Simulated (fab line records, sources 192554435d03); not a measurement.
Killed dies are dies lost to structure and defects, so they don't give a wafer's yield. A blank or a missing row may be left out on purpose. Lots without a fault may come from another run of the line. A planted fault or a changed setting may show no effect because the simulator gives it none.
One fault seen from 2 desks | flow n5_finfet | each desk has only its own numbers; what lay behind them comes last

THE TOOL OWNER'S DESK: rie_diel-06
The tool's own readings at N5_BEOL_M7_TRENCH_ETCH_37 (etches SiCOH lowk in C4F6/O2, target depth 93.478 nm, time 31.2 s): means of the sampled wafers that have a number, for each lot that ran on this tool. A lot is out of limits, marked OUT, if its mean lies more than 4 standard deviations from the usual mean; the brackets give that distance.
Columns: A = drypump_motor_current_A at N5_BEOL_M7_TRENCH_ETCH_37, usual 5.41 A; B = oes_f_703_au at N5_BEOL_M7_TRENCH_ETCH_37, usual 0.79 a.u.; C = oes_product_au at N5_BEOL_M7_TRENCH_ETCH_37, usual 0.80 a.u.; D = rf_fwd_power_W at N5_BEOL_M7_TRENCH_ETCH_37, usual 340.5 W; E = rf_vpp_V at N5_BEOL_M7_TRENCH_ETCH_37, usual 668 V; F = showerhead_plenum_p_Torr at N5_BEOL_M7_TRENCH_ETCH_37, usual 2.87 Torr; G = throttle_valve_pct at N5_BEOL_M7_TRENCH_ETCH_37, usual 20.87 %
lot  | first seen here | A    | B    | C    | D               | E             | F    | G
L141 | day 9 16:23     | 5.35 | 0.74 | 0.73 | 338.3           | 672           | 2.91 | 20.99
L146 | day 10 23:13    | 5.21 | 0.79 | 0.80 | 337.7           | 672           | 2.95 | 20.83
L152 | day 11 17:31    | 5.28 | 0.55 | 0.73 | 256.1 (-44) OUT | 776 (+11) OUT | 2.90 | 20.92
L153 | day 12 11:38    | 5.25 | 0.50 | 0.66 | 258.7 (-43) OUT | 784 (+12) OUT | 2.87 | 21.04
L154 | day 12 13:16    | 5.61 | 0.59 | 0.79 | 255.9 (-45) OUT | 764 (+10) OUT | 2.88 | 20.93
This desk's finding: out of limits on L152, L153, L154; first on L152, day 11 17:31 (rf_fwd_power_W at N5_BEOL_M7_TRENCH_ETCH_37). In limits: L141, L146.

THE METROLOGY DESK
What the gauges read, lot by lot, whatever tool the lot ran on: means of the sampled wafers that have a number. A lot is out of limits, marked OUT, if its mean lies more than 4 standard deviations from the usual mean; the brackets give that distance.
Columns: A = cd_nm at N5_BEOL_M7_CD_MEAS_28, usual 39.98 nm; B = trench_depth_nm at N5_BEOL_M7_OCD_MEAS_38, usual 93.9 nm; C = cd_nm at N5_BEOL_M7_CD_MEAS_35, usual 40.3 nm; D = M7_THK at N5_BEOL_M7_THK_MEAS_53, usual 81.0 nm; E = M7_RS at N5_BEOL_M7_RS_MEAS_57, usual 0.285 ohm/sq
lot  | first seen here | A     | B               | C    | D               | E
L141 | day 9 15:59     | 40.33 | 93.6            | 40.1 | 81.0            | 0.286
L146 | day 10 22:29    | 40.09 | 95.5            | 40.6 | 82.4            | 0.280
L152 | day 11 17:05    | 40.19 | 85.6 (-4.1) OUT | 40.3 | 71.7 (-4.2) OUT | 0.326 (+4.5) OUT
L153 | day 12 10:46    | 40.00 | 83.3 (-5.3) OUT | 41.1 | 70.7 (-4.7) OUT | 0.340 (+6.0) OUT
L154 | day 12 12:53    | 39.71 | 84.3 (-4.8) OUT | 39.8 | 73.0            | 0.324 (+4.2) OUT
L158 | day 13 11:28    | 39.81 | 93.4            | 40.8 | 80.0            | 0.284
L159 | day 13 16:50    | 40.13 | 95.0            | 40.6 | 81.4            | 0.281
L160 | day 14 11:57    | 40.03 | 96.6            | 40.2 | 83.5            | 0.275
L161 | day 14 19:58    | 39.96 | 93.6            | 39.6 | 80.6            | 0.283
This desk's finding: out of limits on L152, L153, L154; first on L152, day 11 17:40 (trench_depth_nm at N5_BEOL_M7_OCD_MEAS_38). In limits: L141, L146, L158, L159, L160, L161.

PUT TOGETHER
The tool owner's desk could have raised an alarm at day 11 17:31, on L152, L153, L154.
The metrology desk could have raised an alarm at day 11 17:40, on L152, L153, L154.
Of the lots named, all ran N5_BEOL_M7_TRENCH_ETCH_37 on rie_diel-06.

WHAT THE SIMULATOR HAD PUT IN
Process parameter drift: rie_diel-06, from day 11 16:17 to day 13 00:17, at N5_BEOL_M7_TRENCH_ETCH_37. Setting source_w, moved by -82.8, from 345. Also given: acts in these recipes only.
Lots struck among those shown: L152, L153, L154.
Hours from the fault's start to each desk's first reading out of limits: the tool owner's desk, 1; the metrology desk, 1.
